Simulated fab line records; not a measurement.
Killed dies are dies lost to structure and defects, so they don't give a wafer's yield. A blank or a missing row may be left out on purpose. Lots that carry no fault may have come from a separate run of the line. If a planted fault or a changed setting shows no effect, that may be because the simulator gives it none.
fab line records :: flow nandHarc
record:
  lots: 5
  wafers: 15
  lastDay: 32
route steps=1302 shown P_STI@107 P_GATE@110 END@1302
lots untouched by any fault: they come from a run of this same line in which no faults occurred
startH: the number of hours between the record's first day and the start of the first shown wafer of the lot :: waitH: hours since the lot's step before :: " unchanged from the row above :: L1.1+2: several wafers, shown together as one row :: - no value, or no start was given :: * or withheld: withheld :: < > ~ a bound
route shown NAME@n: NAME is a module with steps in the file, n the number in the route of the first one :: usual: average and standard deviation across the fault-free wafers :: same: alike in all rows :: chamber/n: place in a boat :: sites: per-site readings :: _std_site: their standard deviation :: _edge_site: mean of outer sites minus mean of inner sites :: radiusMm: for every site, how far away it sits from the centre of the wafer :: mask NAME#n: copy n :: behind: the tool/chamber that last shaped the wafer :: hold: why the lot went on hold/how many hours it stayed there/how the hold came to an end :: device: the n, p or np transistor that did not switch :: end of line: at the end of the route, the tests of the same wafers :: where a step has no rows: the recipe by itself :: killed: count of dies lost to structure and defects at first sort (not the wafer's yield) :: map: the dies of a wafer, with x for killed, . for not killed, _ for no die there
set.NAME: the setting the step ran with; set.NAME@STEP: the setting that earlier step ran with :: model.NAME: the simulator's own value behind a step, which no gauge read
lots seen at some steps along the route; tables by step, rows by wafer
services: a tool's chamber out of use, with start hour (startH, from the record's first day; less than 0 if before it), hours out, and reason
== steps ==
step: NHARC_P_STI_SRD_39
step: NHARC_P_STI_OXIDE_40
recipe:
  targetThkA: 100
  tempC: 900
  oxTimeS: 1362
  material: SiO2
step: NHARC_P_STI_INSPECT_25
usual:
  rawDefectCount: 221/78
lot.wafer: L881.2
tool: defectInspect-02
chamber: -
startH: 98.37
waitH: 0.4
rawDefectCount: 368

lot.wafer: L881.5
tool: defectInspect-02
chamber: -
startH: 98.37
waitH: 0.4
rawDefectCount: 310

lot.wafer: L881.6
tool: defectInspect-02
chamber: -
startH: 98.37
waitH: 0.4
rawDefectCount: 395

lot.wafer: L885.4
tool: defectInspect-01
chamber: -
startH: 135.41
waitH: 0.4
rawDefectCount: 207

lot.wafer: L885.5
tool: defectInspect-01
chamber: -
startH: 135.41
waitH: 0.4
rawDefectCount: 262

lot.wafer: L885.6
tool: defectInspect-01
chamber: -
startH: 135.41
waitH: 0.4
rawDefectCount: 168

lot.wafer: L889.2
tool: defectInspect-02
chamber: -
startH: 172.30
waitH: 0.4
rawDefectCount: 256

lot.wafer: L889.5
tool: defectInspect-02
chamber: -
startH: 172.30
waitH: 0.4
rawDefectCount: 227

lot.wafer: L889.6
tool: defectInspect-02
chamber: -
startH: 172.30
waitH: 0.4
rawDefectCount: 200

lot.wafer: L899.2
tool: defectInspect-02
chamber: -
startH: 276.00
waitH: 0.4
rawDefectCount: 121

lot.wafer: L899.3
tool: defectInspect-02
chamber: -
startH: 276.00
waitH: 0.4
rawDefectCount: 114

lot.wafer: L899.5
tool: defectInspect-02
chamber: -
startH: 276.00
waitH: 0.4
rawDefectCount: 157

lot.wafer: L901.3
tool: defectInspect-02
chamber: -
startH: 290.98
waitH: 0.4
rawDefectCount: 313

lot.wafer: L901.5
tool: defectInspect-02
chamber: -
startH: 290.98
waitH: 0.4
rawDefectCount: 460

lot.wafer: L901.6
tool: defectInspect-02
chamber: -
startH: 290.98
waitH: 0.4
rawDefectCount: 171
step: NHARC_P_GATE_ETCH_69
recipe:
  targetDepthA: 140
  chemistry: dHF
  material: SiO2
step: NHARC_P_GATE_PRECLEAN_70
recipe:
  timeS: *
  tempC: 50
  bathAgeMin: 0
  chemistry: SC1
step: NHARC_P_GATE_SRD_01
step: NHARC_P_GATE_OXIDE_02
recipe:
  targetThkA: 375
  tempC: 950
  pH2oTorr: 720
  oxTimeS: 365
  material: SiO2
step: NHARC_P_GATE_DEHYDRATE_03
recipe:
  tempC: 150
  timeS: 120
step: NHARC_P_GATE_HMDS_04
recipe:
  timeS: 30
step: NHARC_P_GATE_COAT_05
recipe:
  spinRpm: 4690
step: NHARC_P_GATE_SOFTBAKE_06
recipe:
  tempC: 122
  timeS: 95
step: NHARC_P_GATE_EBR_07
step: NHARC_P_GATE_EXPOSE_08
recipe:
  na: 0.6
  doseMj: 16.75
  maskId: P_HV
lot.wafer: L881.2+5+6
tool: krfScanner-01
chamber: 0
startH: 106.76
waitH: -
mask: P_HV#0

lot.wafer: L885.4+5+6
tool: krfScanner-01
chamber: 0
startH: 144.22
waitH: -
mask: P_HV#0

lot.wafer: L889.2+5+6
tool: krfScanner-01
chamber: 0
startH: 180.73
waitH: -
mask: P_PSD#0

lot.wafer: L899.2+3+5
tool: krfScanner-02
chamber: 0
startH: 285.15
waitH: -
mask: P_HV#0

lot.wafer: L901.3+5+6
tool: krfScanner-02
chamber: 0
startH: 299.26
waitH: -
mask: P_HV#0
step: NHARC_P_GATE_PEB_09
recipe:
  pebTempC: 118
  pebTimeS: 85
step: NHARC_P_GATE_DEVELOP_10
recipe:
  timeS: 70
step: NHARC_P_GATE_CD_MEAS_11
recipe:
  targetCdNm: 1640
  landingEnergyEv: 500
usual:
  cdNm: 1641.1/2.4
same:
  landingEnergyEv: 500
lot.wafer: L881.2
tool: cdSem-02
chamber: 0
startH: 106.92
waitH: -
cdNm: 1644.0

lot.wafer: L881.5
tool: cdSem-02
chamber: 0
startH: 106.92
waitH: -
cdNm: 1642.4

lot.wafer: L881.6
tool: cdSem-02
chamber: 0
startH: 106.92
waitH: -
cdNm: 1640.9

lot.wafer: L885.4
tool: cdSem-01
chamber: 0
startH: 144.37
waitH: -
cdNm: 1635.4

lot.wafer: L885.5
tool: cdSem-01
chamber: 0
startH: 144.37
waitH: -
cdNm: 1638.7

lot.wafer: L885.6
tool: cdSem-01
chamber: 0
startH: 144.37
waitH: -
cdNm: 1635.1

lot.wafer: L889.2
tool: cdSem-01
chamber: 0
startH: 180.89
waitH: -
cdNm: -

lot.wafer: L889.5
tool: cdSem-01
chamber: 0
startH: 180.89
waitH: -
cdNm: -

lot.wafer: L889.6
tool: cdSem-01
chamber: 0
startH: 180.89
waitH: -
cdNm: -

lot.wafer: L899.2
tool: cdSem-01
chamber: 0
startH: 285.30
waitH: -
cdNm: 1639.5

lot.wafer: L899.3
tool: cdSem-01
chamber: 0
startH: 285.30
waitH: -
cdNm: 1641.5

lot.wafer: L899.5
tool: cdSem-01
chamber: 0
startH: 285.30
waitH: -
cdNm: 1640.0

lot.wafer: L901.3
tool: cdSem-01
chamber: 0
startH: 299.41
waitH: -
cdNm: 1641.5

lot.wafer: L901.5
tool: cdSem-01
chamber: 0
startH: 299.41
waitH: -
cdNm: 1642.7

lot.wafer: L901.6
tool: cdSem-01
chamber: 0
startH: 299.41
waitH: -
cdNm: 1642.4
step: NHARC_P_GATE_HARDBAKE_12
recipe:
  tempC: 125
  timeS: 80
step: NHARC_END_SORT_01
recipe:
  tempC: 25
usual:
  killedAtArray: 59/17
  killedAtOther: 0.9/1.6
  killedAtPeriphery: 3.7/2.3
  killedDies: 64/17
  killedOpen: 3.3/1.8
  killedShort: 2.4/1.6
same:
  grossDies: 677
lot.wafer: L889.2
tool: prober-01
chamber: 0
startH: 677.54
waitH: 2.8
killedAtArray: 56
killedAtOther: 1
killedAtPeriphery: 620
killedDies: 677
killedOpen: 1
killedShort: 2

lot.wafer: L889.5
tool: prober-01
chamber: 0
startH: 679.95
waitH: 3.7
killedAtArray: 48
killedAtOther: 0
killedAtPeriphery: 629
killedDies: 677
killedOpen: 5
killedShort: 1

lot.wafer: L889.6
tool: prober-01
chamber: 0
startH: 680.75
waitH: 4.0
killedAtArray: 53
killedAtOther: 1
killedAtPeriphery: 623
killedDies: 677
killedOpen: 3
killedShort: 1
killed by level:class
L889.2 P_GATE:areaExpose=619 A_CHANNEL_HOLE_D1:chamberFilmFlake=35 A_CONTACT:chamberFilmFlake=8 A_CHANNEL_HOLE_D2:chamberFilmFlake=3 A_WL_FILL:chamberFilmFlake=3 A_STAIRCASE:chamberFilmFlake=2 A_DECK1_JOINT:geometricParticle:short=1 A_CHANNEL_HOLE_D2:geometricParticle:open=1
L889.5 P_GATE:areaExpose=622 A_CHANNEL_HOLE_D1:chamberFilmFlake=24 A_CONTACT:chamberFilmFlake=9 A_STAIRCASE:chamberFilmFlake=5 P_M2:chamberFilmFlake=4 A_WL_FILL:chamberFilmFlake=3 P_M0:geometricParticle:open=2 A_CHANNEL_HOLE_D2:chamberFilmFlake=2
L889.6 P_GATE:areaExpose=621 A_CHANNEL_HOLE_D1:chamberFilmFlake=32 A_CONTACT:chamberFilmFlake=8 A_STAIRCASE:chamberFilmFlake=5 A_CHANNEL_HOLE_D2:chamberFilmFlake=3 A_CHANNEL_FILL_D2:geometricParticle:open=2 A_WL_FILL:chamberFilmFlake=2 P_CONTACT:geometricParticle:open=1
map L889.2 (x killed, . not)
____________x____________
_________xxxxxxx_________
_______xxxxxxxxxxx_______
______xxxxxxxxxxxxx______
_____xxxxxxxxxxxxxxx_____
____xxxxxxxxxxxxxxxxx____
____xxxxxxxxxxxxxxxxx____
___xxxxxxxxxxxxxxxxxxx___
___xxxxxxxxxxxxxxxxxxx___
__xxxxxxxxxxxxxxxxxxxxx__
__xxxxxxxxxxxxxxxxxxxxx__
_xxxxxxxxxxxxxxxxxxxxxxx_
_xxxxxxxxxxxxxxxxxxxxxxx_
_xxxxxxxxxxxxxxxxxxxxxxx_
_xxxxxxxxxxxxxxxxxxxxxxx_
_xxxxxxxxxxxxxxxxxxxxxxx_
xxxxxxxxxxxxxxxxxxxxxxxxx
xxxxxxxxxxxxxxxxxxxxxxxxx
xxxxxxxxxxxxxxxxxxxxxxxxx
xxxxxxxxxxxxxxxxxxxxxxxxx
xxxxxxxxxxxxxxxxxxxxxxxxx
_xxxxxxxxxxxxxxxxxxxxxxx_
_xxxxxxxxxxxxxxxxxxxxxxx_
_xxxxxxxxxxxxxxxxxxxxxxx_
_xxxxxxxxxxxxxxxxxxxxxxx_
_xxxxxxxxxxxxxxxxxxxxxxx_
__xxxxxxxxxxxxxxxxxxxxx__
__xxxxxxxxxxxxxxxxxxxxx__
___xxxxxxxxxxxxxxxxxxx___
___xxxxxxxxxxxxxxxxxxx___
____xxxxxxxxxxxxxxxxx____
____xxxxxxxxxxxxxxxxx____
_____xxxxxxxxxxxxxxx_____
______xxxxxxxxxxxxx______
_______xxxxxxxxxxx_______
_________xxxxxxx_________
____________x____________
map L881.5 (x killed, . not)
____________.____________
_________......._________
_______..........._______
______..x.x........______
_____.......x......._____
____...x.............____
____.................____
___...x...............___
___...................___
__.....x...............__
__.....................__
_......................._
_......................._
_...........x..........._
_......................._
_......................._
.........................
..............xx.........
......x.....x.x...x......
............xxxxx........
.............xxxxx.......
_...........xxxxx......._
_.............xxxx.xx..._
_............xxxxx......_
_...........x..xxxx....x_
_.............x........._
__............x.x......__
__.....................__
___...................___
___...................___
____x................____
____..x..............____
_____......x........_____
______..x..........______
_______..........._______
_________......._________
____________.____________
== services ==
tool: krfScanner-02
chamber: -
startH: 94.00
hours: 4.0
kind: pm

tool: krfScanner-02
chamber: 0
startH: 115.12
hours: -
kind: calibration

tool: krfScanner-01
chamber: -
startH: 140.00
hours: 4.0
kind: pm

tool: krfScanner-01
chamber: 0
startH: 188.29
hours: -
kind: calibration

tool: krfScanner-02
chamber: -
startH: 266.00
hours: 4.0
kind: pm

tool: krfScanner-02
chamber: 0
startH: 276.43
hours: -
kind: calibration
== key ==
firstSign:
  step: NHARC_P_GATE_EXPOSE_08
  reading: mask
  direction: changed
effect:
  step: NHARC_P_GATE_CD_MEAS_11
  reading: cdNm
  direction: missing
effect:
  step: NHARC_END_SORT_01
  reading: killedAtPeriphery
  direction: up
  sigmas: 99+
  usual: 3.7
  struck: 624
moreKillsBornAt:
  NHARC_P_GATE_EXPOSE_08@krfScanner-01: 1862
metAt NHARC_P_GATE_EXPOSE_08
struckWafers L889.2,L889.5,L889.6
laterRowsLeftOut L889.2,L889.5,L889.6
testerLeftOut L889
onsetBetween 144.22 180.73
fault:
  kind: wrongMask
  tool: any
  chamber: -
  onsetH: 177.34
  steps: NHARC_P_GATE_EXPOSE_08
  auxCopy: P_PSD#0
  scope: struckLotsOnly
testerLeftOut: of these lots the tester's yield and bins aren't shown, on N5 and GAA mostly nor the transistor test; their killed dies are dies lost to structure and defects alone, not to doping, threshold or leakage, so they don't give the yield
laterRowsLeftOut: the simulator's readings of these wafers behind a module that went badly wrong aren't trusted and aren't shown, but for the sort
